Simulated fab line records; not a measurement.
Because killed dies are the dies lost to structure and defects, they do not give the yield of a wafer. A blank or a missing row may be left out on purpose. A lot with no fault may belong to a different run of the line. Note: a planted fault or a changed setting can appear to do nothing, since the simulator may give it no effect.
fab line records	flow n5-finfet
[record] lots = 7	wafers = 18	last-day = 17
route steps=1938 shown BEOL_M5@1179 PASSIVATION@1936
lots that met no fault: from a run of the same line without faults
start-h: hours from the record's first day to the start of the lot's first wafer shown	wait-h: hours elapsed since this lot's preceding step	" unchanged from the row above	L1.1+2: one row covering several wafers at once	- no value present, or no start provided	* or withheld: withheld	< > ~ a bound
route shown NAME@n: a module of which the file shows steps, and the number in the route of the first	usual: mean/standard deviation of fault-free wafers	same: alike in all rows	chamber/n: place in a boat	sites: readings site by site	_std_site: the values' standard deviation	_edge_site: outer sites' mean less inner sites'	radius-mm: how far each site lies from the wafer's centre	mask NAME#n: copy n	behind: the most recent tool/chamber to have shaped the wafer	hold: why the lot went on hold/how many hours it stayed there/how the hold came to an end	device: names the non-switching transistor (n, p or np)	end of line: the same wafers' tests at the end of the route	for a step that has no rows: nothing shown but its recipe	killed: dies lost to structure and defects at the first sort, not the wafer's yield	map: a wafer's dies, marking killed ones x, the rest . and places with no die _
set.NAME: the setting as run; set.NAME@STEP: as run at that earlier step	model.NAME: the simulator's own value behind a step, which no gauge read
a table for each step, a row for each wafer; lots at some steps of the route
services: a tool's chamber out of use, with start hour (start-h, from the record's first day; less than 0 if before it), hours out, and reason
[[steps]]
[step N5_BEOL_M5_SPUTTER_83]
[recipe] material = Cu	target-thk-a = 150	temp-c = -20	chamber-pressure-pa = 0.07	power-w = withheld	time-s = 27.62
[step N5_BEOL_M5_ANNEAL_84]
[recipe] temp-c = 400	time-s = 1800	ambient = vacuum
[usual] heater-power-w = 800/92
lot.wafer	tool	chamber	start-h	wait-h	heater-power-w
L116.1	pvd-sputter-03	-	216.64	0.0	977
L116.4	"	-	"	"	660
L116.5	"	-	"	"	836
L122.2	pvd-sputter-01	-	261.39	0.0	791
L122.4	"	-	"	"	813
L127.4	pvd-sputter-02	-	268.46	0.0	673
L127.5	"	-	"	"	688
L126.1	pvd-sputter-03	-	273.09	0.0	958
L126.2	"	-	"	"	877
L126.6	"	-	"	"	676
L128.4	pvd-sputter-01	-	290.57	0.0	775
L128.6	"	-	"	"	798
L133.2	pvd-sputter-03	-	319.39	0.0	683
L133.3	"	-	"	"	692
L133.5	"	-	"	"	697
L132.1	pvd-sputter-01	-	319.59	0.0	800
L132.3	"	-	"	"	868
L132.4	"	-	"	"	817
[step N5_BEOL_M5_SPUTTER_88]
[recipe] material = Cu	target-thk-a = 150	temp-c = -20	chamber-pressure-pa = 0.07	power-w = withheld	time-s = 27.62
[step N5_BEOL_M5_ANNEAL_89]
[recipe] temp-c = 400	time-s = 1800	ambient = vacuum
[usual] heater-power-w = 803/92
lot.wafer	tool	chamber	start-h	wait-h	heater-power-w
L116.1	pvd-sputter-03	-	217.73	0.0	962
L116.4	"	-	"	"	675
L116.5	"	-	"	"	865
L122.2	pvd-sputter-01	-	262.48	0.0	797
L122.4	"	-	"	"	811
L127.4	pvd-sputter-02	-	269.54	0.0	681
L127.5	"	-	"	"	674
L126.1	pvd-sputter-03	-	274.18	0.0	960
L126.2	"	-	"	"	870
L126.6	"	-	"	"	701
L128.4	pvd-sputter-01	-	291.65	0.0	784
L128.6	"	-	"	"	807
L133.2	pvd-sputter-03	-	320.48	0.0	687
L133.3	"	-	"	"	690
L133.5	"	-	"	"	709
L132.1	pvd-sputter-01	-	320.67	0.0	799
L132.3	"	-	"	"	861
L132.4	"	-	"	"	816
[step N5_BEOL_M5_SPUTTER_90]
[recipe] material = Cu	target-thk-a = 45	temp-c = -20	chamber-pressure-pa = 0.07	power-w = withheld	time-s = 8.29
[usual] chuck-sensor-temp-C = -16.0/0.53	throttle-valve-pct = 30.1/0.73
lot.wafer	tool	chamber	start-h	wait-h	chuck-sensor-temp-C	throttle-valve-pct
L116.1	pvd-sputter-03	-	218.73	0.5	-15.1	30.8
L116.4	"	-	"	"	-15.6	30.2
L116.5	"	-	"	"	-15.8	28.8
L122.2	pvd-sputter-01	-	267.20	4.2	-16.5	29.7
L122.4	"	-	"	"	-16.2	30.7
L127.4	pvd-sputter-02	-	270.55	0.5	-16.4	30.4
L127.5	"	-	"	"	-16.4	30.2
L126.1	pvd-sputter-03	-	275.18	0.5	-15.2	30.3
L126.2	"	-	"	"	-15.7	28.5
L126.6	"	-	"	"	-16.6	30.8
L128.4	pvd-sputter-01	-	292.66	0.5	-16.3	30.3
L128.6	"	-	"	"	-16.5	30.6
L133.2	pvd-sputter-03	-	321.49	0.5	-15.4	30.1
L133.3	"	-	"	"	-16.8	30.5
L133.5	"	-	"	"	-16.9	30.8
L132.1	pvd-sputter-01	-	321.68	0.5	-16.3	30.5
L132.3	"	-	"	"	-16.6	30.2
L132.4	"	-	"	"	-15.5	30.5
[step N5_BEOL_M5_ECD_50]
[recipe] material = Cu	target-thk-a = 3000
[step N5_BEOL_M5_ANNEAL_51]
[recipe] temp-c = 225	time-s = 90	ambient = N2
[step N5_BEOL_M5_CMP_52]
[recipe] stop-on = SiCOH_lowk	t-overpolish-s = 6.9	down-force-psi = 1	platen-rpm = 50	clearing-platen-down-force-psi = 1.5	clearing-platen-rpm = 50	post-cmp-clean = cu-alkaline	target-thk-nm = 62	clearing-platen-pad-velocity-m-s = 0.99484	pad-velocity-m-s = 0.99484
[usual] barrier-field-endpoint-s = 24.8/0.7	clearing-platen-down-force-psi = 1.5001/0.0029	clearing-platen-rpm = 50.000/0.027	motor-current-A = 6.1/0.66	overpolish-run-s = 6.900/0.0098	time-to-endpoint-s = 62/3.6
lot.wafer	tool	chamber	start-h	wait-h	barrier-field-endpoint-s	clearing-platen-down-force-psi	clearing-platen-rpm	motor-current-A	overpolish-run-s	time-to-endpoint-s
L116.1	cmp-01	3	219.40	0.3	24.8	1.5005	50.021	6.0	6.901	65
L116.4	"	0	"	"	24.2	1.5005	50.010	5.7	6.907	60
L116.5	"	3	"	"	25.4	1.4966	50.029	6.1	6.904	65
L122.4	cmp-04	0	267.75	0.2	25.2	1.5020	49.995	5.5	6.904	62
L122.2	"	1	"	"	24.1	1.4987	50.002	5.9	6.891	58
L127.4	cmp-04	2	271.16	0.2	25.1	1.5035	50.010	5.7	6.893	62
L127.5	"	0	"	"	24.5	1.4974	49.975	5.6	6.879	63
L126.2	cmp-01	2	275.73	0.3	24.3	1.4977	50.017	6.4	6.904	61
L126.1	"	0	"	"	23.9	1.4977	50.035	5.3	6.895	61
L126.6	"	2	"	"	24.4	1.4998	49.970	6.2	6.911	61
L128.4	cmp-04	0	293.25	0.2	24.8	1.4984	50.028	5.7	6.905	63
L128.6	"	2	"	"	25.6	1.5019	49.975	5.9	6.914	64
L133.2	cmp-01	2	322.18	0.3	25.1	1.5020	50.009	6.1	6.879	64
L133.3	"	3	"	"	25.6	1.5004	50.030	6.0	6.902	68
L133.5	"	2	"	"	24.6	1.4980	50.067	6.3	6.899	61
L132.1	cmp-03	0	322.40	0.3	24.0	1.4960	50.006	5.9	6.902	55
L132.4	"	1	"	"	26.1	1.4967	50.004	7.0	6.879	65
L132.3	"	3	"	"	24.7	1.4994	49.988	7.2	6.896	60
[step N5_BEOL_M5_THK_MEAS_53]
[recipe] thk-meas-gauge = xrf	reads = Cu_of_BEOL_M5_ECD_50
[usual] M5_THK = 61.5/1.8
lot.wafer	tool	chamber	start-h	wait-h	M5_THK[nm]
L116.1	film-metro-02	-	219.66	-	64.5
L116.4	"	-	"	"	62.8
L116.5	"	-	"	"	65.0
L122.2	film-metro-02	-	268.01	-	61.4
L122.4	"	-	"	"	61.6
L127.4	film-metro-01	-	271.38	-	60.9
L127.5	"	-	"	"	61.0
L126.1	film-metro-01	-	275.99	-	63.6
L126.2	"	-	"	"	62.5
L126.6	"	-	"	"	62.3
L128.4	film-metro-01	-	293.47	-	60.6
L128.6	"	-	"	"	61.8
L133.2	film-metro-02	-	322.44	-	65.2
L133.3	"	-	"	"	62.0
L133.5	"	-	"	"	59.7
L132.1	film-metro-01	-	322.70	-	59.4
L132.3	"	-	"	"	58.9
L132.4	"	-	"	"	61.0
[step N5_BEOL_M5_PRE_CLEAN_77]
[recipe] gas = NH3/H2	time-s = 15	temp-c = *	rf-power-w = 300
[step N5_BEOL_M5_CO_CAP_78]
[recipe] material = Co	target-thk-a = 20	temp-c = 200	precursor = CCTBA/H2	pressure-torr = 30	time-s = 102.1
[usual] heater-power-w = 231/14
lot.wafer	tool	chamber	start-h	wait-h	heater-power-w
L116.1	cvd-co-01	2	219.76	0.0	236
L116.4	"	2	"	"	231
L116.5	"	2	"	"	237
L122.2	cvd-co-02	2	268.09	0.0	251
L122.4	"	1	"	"	235
L127.4	cvd-co-02	0	271.49	0.0	218
L127.5	"	1	"	"	239
L126.1	cvd-co-02	0	276.07	0.0	218
L126.2	"	2	"	"	248
L126.6	"	2	"	"	250
L128.4	cvd-co-02	2	293.58	0.0	253
L128.6	"	1	"	"	236
L133.2	cvd-co-01	1	322.54	0.0	211
L133.3	"	2	"	"	231
L133.5	"	1	"	"	209
L132.1	cvd-co-02	2	322.77	0.0	260
L132.3	"	0	"	"	217
L132.4	"	2	"	"	254
[step N5_BEOL_M5_PRE_CLEAN_55]
[recipe] gas = NH3	time-s = 15	temp-c = withheld	rf-power-w = 300
[step N5_BEOL_M5_DEP_56]
[recipe] material = SiCN	target-thk-a = 80	temp-c = withheld	precursor = 3MS/NH3	pressure-torr = 3	rf-w = 202	time-s = 14
[usual] showerhead-plenum-p-Torr = 3.667/0.015	throttle-valve-pct = 9.1/0.41
lot.wafer	tool	chamber	start-h	wait-h	showerhead-plenum-p-Torr	throttle-valve-pct	model.SiCN_of_BEOL_M5_DEP_56.thk-nm
L116.1	pecvd-04	2	219.91	0.0	3.655	9.3	7.8
L116.4	"	0	"	"	3.647	9.2	8.4
L116.5	"	1	"	"	3.689	9.1	7.8
L122.2	pecvd-04	2	268.20	0.0	3.640	9.2	7.8
L122.4	"	0	"	"	3.657	9.4	10.8
L127.4	pecvd-04	2	271.59	0.0	3.658	9.5	10.8
L127.5	"	0	"	"	3.641	9.2	7.8
L126.1	pecvd-02	0	276.18	0.0	3.688	8.8	8
L126.2	"	2	"	"	3.681	8.7	7.8
L126.6	"	2	"	"	3.666	8.4	8
L128.4	pecvd-04	1	293.69	0.0	3.687	9.0	11.2
L128.6	"	1	"	"	3.678	8.7	11.2
L133.2	pecvd-02	0	322.66	0.0	3.685	8.8	8.2
L133.3	"	1	"	"	3.654	9.5	8
L133.5	"	1	"	"	3.652	9.4	8.2
L132.1	pecvd-02	0	322.89	0.0	3.675	8.7	8
L132.3	"	2	"	"	3.686	8.5	8
L132.4	"	1	"	"	3.654	9.8	8
[step N5_BEOL_M5_RS_MEAS_57]
[recipe] thk-meas-gauge = four-point-probe	reads = Co_of_BEOL_M5_CO_CAP_78+Cu_of_BEOL_M5_ECD_50+Co_of_BEOL_M5_CVD_47+TaN_of_BEOL_M5_ALD_86
[usual] M5_RS = 0.386/0.013
lot.wafer	tool	chamber	start-h	wait-h	M5_RS[ohm/sq]
L116.1	film-metro-02	-	219.98	0.0	0.368
L116.4	"	-	"	"	0.378
L116.5	"	-	"	"	0.362
L122.2	film-metro-01	-	268.27	0.1	0.390
L122.4	"	-	"	"	0.391
L127.4	film-metro-01	-	271.64	0.0	0.386
L127.5	"	-	"	"	0.386
L126.1	film-metro-02	-	276.25	0.0	0.369
L126.2	"	-	"	"	0.378
L126.6	"	-	"	"	0.379
L128.4	film-metro-02	-	293.76	0.1	0.390
L128.6	"	-	"	"	0.381
L133.2	film-metro-02	-	322.73	0.1	0.364
L133.3	"	-	"	"	0.386
L133.5	"	-	"	"	0.406
L132.1	film-metro-01	-	322.96	0.0	0.393
L132.3	"	-	"	"	0.398
L132.4	"	-	"	"	0.382
[step N5_PASSIVATION_PROBE_49]
[usual] defect-limited-yield = 91.4/1.5	killed_at_M0_to_M3 = 34/12	killed_at_M4_up = 12/4.9	killed-at-contacts = 13/7.2	killed-at-front-end = 39/12	killed-at-other = 3.7/2.9	killed-dies = 101/18	killed-on-rim = 13/4	killed-open = 67/14	killed-short = 33/7.2	sort_bin_5_function = 5.1/0.97	sort_bin_6_memory = 3.2/0.67	sort-n-pass = 1079/17	sort-yield-pct = 91.4/1.5
[same] gross-dies = 1180	killed-at-back-side = 0	sort_bin_4_leakage[%] = 0	sort_bin_8_speed[%] = 0
lot.wafer	tool	chamber	start-h	wait-h	defect-limited-yield[%]	killed_at_M0_to_M3	killed_at_M4_up	killed-at-contacts	killed-at-front-end	killed-at-other	killed-dies	killed-on-rim	killed-open	killed-short	sort_bin_5_function[%]	sort_bin_6_memory[%]	sort-n-pass	sort-yield-pct[%]
L122.2	prober-01	-	356.91	0.1	91.7	45	13	12	26	2	98	12	67	30	5.5	2.5	1082	91.7
L126.2	prober-02	-	367.36	0.1	91.5	36	19	11	32	2	100	13	60	39	5.0	2.9	1080	91.5
L128.4	prober-02	-	398.14	0.7	92.4	22	22	13	24	9	90	9	60	28	4.2	2.9	1090	92.4
L128.6	prober-02	-	398.24	0.8	92.0	38	11	13	27	5	94	9	53	40	4.2	3.3	1086	92.0
L133.2	prober-02	-	412.48	0.1	91.0	25	8	26	38	9	106	12	57	47	5.2	3.5	1074	91.0
L133.3	prober-02	-	412.53	0.1	91.2	32	8	22	37	5	104	16	70	34	4.9	3.6	1076	91.2
L133.5	prober-02	-	412.63	0.2	90.5	36	3	28	35	10	112	14	81	31	5.6	3.7	1068	90.5
// killed by level:class
L122.2 BEOL_M0_SAQP:geometric-particle:short=16 MOL_CONTACT_COAG:geometric-particle:open=12 BEOL_M0_SAQP:geometric-particle:open=10 BEOL_M3:geometric-particle:open=5 GATE_CUT:geometric-particle:open=5 BEOL_M5:geometric-particle:open=5 STI_FIN_REVEAL:geometric-particle:open=4 BEOL_M2:geometric-particle:open=4
L126.2 BEOL_M2:geometric-particle:open=11 BEOL_M0_SAQP:geometric-particle:short=7 STI_FIN_REVEAL:geometric-particle:open=6 MOL_CONTACT_COAG:geometric-particle:open=6 BEOL_M0_SAQP:geometric-particle:open=6 BEOL_M4:geometric-particle:open=6 MOL_CONTACT_COAG:geometric-particle:short=5 FIN_SAQP:geometric-particle:short=4
L128.4 BEOL_M4:geometric-particle:open=14 MOL_CONTACT_COAG:geometric-particle:open=9 BEOL_M2:geometric-particle:open=7 PASS1_CAP:geometric-particle:short=6 STI_FIN_REVEAL:geometric-particle:open=4 MOL_CONTACT_COAG:geometric-particle:short=4 BEOL_M1:geometric-particle:open=4 BEOL_M3:geometric-particle:open=4
L128.6 BEOL_M0_SAQP:geometric-particle:open=10 MOL_CONTACT_COAG:geometric-particle:open=9 BEOL_M0_SAQP:geometric-particle:short=9 BEOL_M2:geometric-particle:short=6 BEOL_M1:geometric-particle:open=5 STI_FIN_REVEAL:geometric-particle:open=4 MOL_CONTACT_COAG:geometric-particle:short=4 BEOL_M3:geometric-particle:open=4
L133.2 MOL_CONTACT_COAG:geometric-particle:open=22 FIN_SAQP:geometric-particle:short=12 BEOL_M0_SAQP:geometric-particle:short=7 FIN_SAQP:geometric-particle:open=6 STI_FIN_REVEAL:geometric-particle:open=6 BEOL_M0_SAQP:geometric-particle:open=5 GATE_CUT:geometric-particle:short=4 MOL_CONTACT_COAG:geometric-particle:short=4
L133.3 MOL_CONTACT_COAG:geometric-particle:open=17 FIN_SAQP:geometric-particle:short=16 BEOL_M0_SAQP:geometric-particle:open=14 BEOL_M3:geometric-particle:open=6 STI_FIN_REVEAL:geometric-particle:open=5 MOL_CONTACT_COAG:geometric-particle:short=5 BEOL_M0_SAQP:geometric-particle:short=5 BEOL_M1:geometric-particle:open=5
L133.5 MOL_CONTACT_COAG:geometric-particle:open=23 BEOL_M0_SAQP:geometric-particle:open=13 STI_FIN_REVEAL:geometric-particle:open=12 BEOL_M1:geometric-particle:open=6 MOL_CONTACT_COAG:geometric-particle:short=5 BEOL_M0_SAQP:geometric-particle:short=5 FIN_SAQP:geometric-particle:open=4 STARTING-WAFER:geometric-particle:open=4
[[services]]
tool	chamber	start-h	hours	kind
cmp-04	-	194.39	0.8	repair
cvd-co-01	1	199.28	-	clean
cvd-co-01	1	199.28	22.0	scheduled-down
cvd-co-01	1	199.28	22.0	vent-cycle
pecvd-02	2	202.38	-	clean
pecvd-02	2	202.38	-	consumable-replace:showerhead
pecvd-02	2	202.38	29.0	scheduled-down
pecvd-02	2	202.38	29.0	vent-cycle
cmp-03	-	207.09	2.5	repair
cmp-03	-	217.92	4.0	pm
cmp-04	-	225.62	4.0	pm
cmp-04	-	229.62	-	consumable-replace:conditioner
pecvd-04	0	233.51	2.1	scheduled-down
pecvd-04	1	236.22	5.5	scheduled-down
pecvd-04	2	241.68	16.5	scheduled-down
cmp-03	-	245.88	0.4	repair
cmp-04	-	264.91	0.9	repair
cmp-01	-	265.48	1.2	repair
pecvd-04	1	277.93	6.6	repair
cvd-co-01	-	280.61	0.2	repair
pecvd-04	2	290.08	10.2	scheduled-down
pecvd-02	1	297.77	2.1	scheduled-down
pecvd-02	-	314.19	0.9	repair
cmp-04	-	316.35	4.8	pm
[[key]]
first-sign none at tools or gauges
[model-effect] step = N5_BEOL_M5_DEP_56	value = SiCN_of_BEOL_M5_DEP_56.thk-nm	without = 8.05	struck = 11
met-at N5_BEOL_M5_DEP_56
struck-wafers L122.4,L127.4,L128.4,L128.6
onset-between 219.91 268.20
[fault] kind = process-parameter-drift	tool = pecvd-04	chamber = -	onset-h = 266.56	steps = N5_BEOL_M5_DEP_56	channel = time-s	offset = *	shape = step	end-h = 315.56	scope = struck-wafers-only	acts-in = *	stated = *
